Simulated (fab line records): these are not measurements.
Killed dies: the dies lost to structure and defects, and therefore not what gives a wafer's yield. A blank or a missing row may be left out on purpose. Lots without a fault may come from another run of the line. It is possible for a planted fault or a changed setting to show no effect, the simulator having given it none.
Matching of chambers | flow n5-finfet | N5_BEOL_M8_ALD_77 on ald-metal-04 has 4 sister chambers
The step deposits TaN, target thk 2 nm, pulse time 2 s, purge time 3 s. 8 wafers are shown with their chamber, then 7 later ones without.

WAFERS PAIRED WITH THEIR CHAMBERS
wafer  | chamber | heater-power-w (W) | mfc-carrier-sccm (sccm)
L074.4 | 1       | 441                | 1497
L076.1 | 0       | 387                | 1508
L076.2 | 3       | 420                | 1499
L084.1 | 1       | 438                | 1501
L084.3 | 0       | 381                | 1504
L084.6 | 2       | 468                | 1499
L085.1 | 2       | 474                | 1499
L085.2 | 3       | 419                | 1501

WAFERS WHOSE CHAMBER IS MISSING
wafer  | heater-power-w (W) | mfc-carrier-sccm (sccm)
L085.6 | 469                | 1498
L091.1 | 416                | 1500
L091.3 | 448                | 1505
L091.4 | 394                | 1504
L096.4 | 460                | 1506
L096.5 | 429                | 1495
L096.6 | 391                | 1497

EACH ONE'S CHAMBER
wafer  | from the rows above     | in truth
L085.6 | 2                       | 2
L091.1 | 3                       | 3
L091.3 | 1                       | 1
L091.4 | 0                       | 0
L096.4 | 2                       | 2
L096.5 | can't be placed: 1 or 3 | 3
L096.6 | 0                       | 0
Correct placement for 6 of the 7. Cannot be placed on the basis of these rows: 1; the candidates contain the true chamber in 1. 0 placed wrongly.
How it was worked out, from the rows above alone: a wafer's distance from a chamber is the root of the sum, over the readings, of the square of ((its reading less the chamber's mean) divided by the reading's scatter). If the next closest chamber is less than 2 further off than the closest, the wafer can't be placed; otherwise it belongs to the closest. For every chamber, the mean is computed from those of its wafers that are shown. The scatter is the square root of a quotient: the sum, over the shown wafers, of each reading's squared deviation from its chamber's mean, divided by wafers minus chambers.
